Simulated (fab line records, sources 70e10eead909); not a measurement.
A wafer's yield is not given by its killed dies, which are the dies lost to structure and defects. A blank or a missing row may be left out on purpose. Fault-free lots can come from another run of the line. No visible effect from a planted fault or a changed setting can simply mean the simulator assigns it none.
Chamber matching :: flow nand_harc :: rie_diel-12 running NHARC_P_BONDPAD_DESCUM_11: 4 sister chambers
The step chemistry O2, time 3 s. 4 wafers are shown with their chamber, then 7 later ones without.

== WAFERS, EACH WITH ITS CHAMBER ==
wafer: L430.4
chamber: 1
drypump_motor_current_A (A): 5.2

wafer: L430.5
chamber: 2
drypump_motor_current_A (A): 6.2

wafer: L433.1
chamber: 3
drypump_motor_current_A (A): 5.0

wafer: L433.3
chamber: 0
drypump_motor_current_A (A): 5.7

== WAFERS WITHOUT THEIR CHAMBER ==
wafer: L433.5
drypump_motor_current_A (A): 5.7

wafer: L434.1
drypump_motor_current_A (A): 5.2

wafer: L434.3
drypump_motor_current_A (A): 6.2

wafer: L434.6
drypump_motor_current_A (A): 5.1

wafer: L436.2
drypump_motor_current_A (A): 5.7

wafer: L436.4
drypump_motor_current_A (A): 5.0

wafer: L436.5
drypump_motor_current_A (A): 5.2

== WHICH CHAMBER EACH ONE RAN IN ==
wafer: L433.5
from the rows above: 0
in truth: 0

wafer: L434.1
from the rows above: 1
in truth: 1

wafer: L434.3
from the rows above: 2
in truth: 2

wafer: L434.6
from the rows above: can't be placed: 3 or 1
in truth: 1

wafer: L436.2
from the rows above: 0
in truth: 0

wafer: L436.4
from the rows above: 3
in truth: 3

wafer: L436.5
from the rows above: 1
in truth: 1
6 of 7 placed correctly. From these rows, 1 cannot be placed; in 1 the true chamber is one of the candidates. Wrongly placed: 0.
How it was worked out, from the rows above alone: a wafer's distance from a chamber is the root of the sum, over the readings, of the square of ((its reading less the chamber's mean) divided by the reading's scatter). The wafer belongs to the nearest chamber; if the next one is less than 2 further off, it can't be placed. A chamber's mean is the mean of its shown wafers. The scatter: with one shown wafer a chamber, the root of the mean of the squares of how far each hidden wafer lies from its nearest shown one.
